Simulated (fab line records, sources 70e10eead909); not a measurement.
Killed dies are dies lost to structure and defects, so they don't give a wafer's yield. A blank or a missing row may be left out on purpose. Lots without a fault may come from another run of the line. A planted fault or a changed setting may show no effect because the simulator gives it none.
Chamber matching | flow nand_harc | NHARC_A_STAIRCASE_TRIM_222 on rie_diel-04: 4 sister chambers
The step chemistry O2, time 211.2 s. 7 wafers are shown with their chamber, then 7 later ones without.

WAFERS WITH THEIR CHAMBER
wafer  | chamber | drypump_motor_current_A (A) | showerhead_plenum_p_Torr (Torr)
L597.1 | 1       | 5.79                        | 3.77
L597.4 | 0       | 5.99                        | 3.43
L600.2 | 3       | 5.23                        | 3.38
L600.3 | 1       | 5.80                        | 3.77
L600.4 | 2       | 5.55                        | 3.46
L604.2 | 3       | 5.25                        | 3.38
L604.3 | 0       | 6.00                        | 3.42

WAFERS WITHOUT THEIR CHAMBER
wafer  | drypump_motor_current_A (A) | showerhead_plenum_p_Torr (Torr)
L604.4 | 5.53                        | 3.46
L605.1 | 5.52                        | 3.45
L605.2 | 5.77                        | 3.76
L605.4 | 5.24                        | 3.37
L609.3 | 5.25                        | 3.37
L609.4 | 5.79                        | 3.75
L609.6 | 5.53                        | 3.45

WHICH CHAMBER EACH WENT THROUGH
wafer  | from the rows above | in truth
L604.4 | 2                   | 2
L605.1 | 2                   | 2
L605.2 | 1                   | 1
L605.4 | 3                   | 3
L609.3 | 3                   | 3
L609.4 | 1                   | 1
L609.6 | 2                   | 2
Placed correctly: 7 of 7. Can't be placed from these rows: 0. Placed wrongly: 0.
How it was worked out, from the rows above alone: a wafer's distance from a chamber is the root of the sum, over the readings, of the square of ((its reading less the chamber's mean) divided by the reading's scatter). The wafer belongs to the nearest chamber; if the next one is less than 2 further off, it can't be placed. A chamber's mean is the mean of its shown wafers. The scatter: the root of (the sum of the squares of (reading less its chamber's mean) over the shown wafers, divided by (wafers less chambers)).
